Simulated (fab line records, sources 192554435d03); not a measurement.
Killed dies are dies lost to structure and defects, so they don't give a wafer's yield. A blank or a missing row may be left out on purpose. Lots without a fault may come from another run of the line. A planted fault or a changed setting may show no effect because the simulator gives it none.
Chamber matching | flow n5_finfet | N5_BEOL_M9_ILD_DEP_00 on pecvd-01: 3 sister chambers
The step deposits SiCOH lowk from DEMS/porogen, target thk 308.51 nm, time 58 s. 3 wafers are shown with their chamber, then 10 later ones without.

WAFERS WITH THEIR CHAMBER
wafer  | chamber | throttle_valve_pct (%)
L083.4 | 1       | 15.0
L085.3 | 2       | 12.4
L085.5 | 0       | 13.2

WAFERS WITHOUT THEIR CHAMBER
wafer  | throttle_valve_pct (%)
L085.6 | 12.3
L087.2 | 14.9
L087.4 | 12.7
L087.6 | 14.7
L088.2 | 12.5
L088.3 | 14.7
L088.5 | 12.5
L094.4 | 14.7
L094.5 | 13.3
L094.6 | 12.5

WHICH CHAMBER EACH WENT THROUGH
wafer  | from the rows above     | in truth
L085.6 | 2                       | 2
L087.2 | 1                       | 1
L087.4 | can't be placed: 2 or 0 | 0
L087.6 | 1                       | 1
L088.2 | 2                       | 2
L088.3 | 1                       | 1
L088.5 | 2                       | 2
L094.4 | 1                       | 1
L094.5 | 0                       | 0
L094.6 | 2                       | 2
Placed correctly: 9 of 10. Can't be placed from these rows: 1 (the true chamber is among the candidates in 1). Placed wrongly: 0.
How it was worked out, from the rows above alone: a wafer's distance from a chamber is the root of the sum, over the readings, of the square of ((its reading less the chamber's mean) divided by the reading's scatter). The wafer belongs to the nearest chamber; if the next one is less than 2 further off, it can't be placed. A chamber's mean is the mean of its shown wafers. The scatter: with one shown wafer a chamber, the root of the mean of the squares of how far each hidden wafer lies from its nearest shown one.
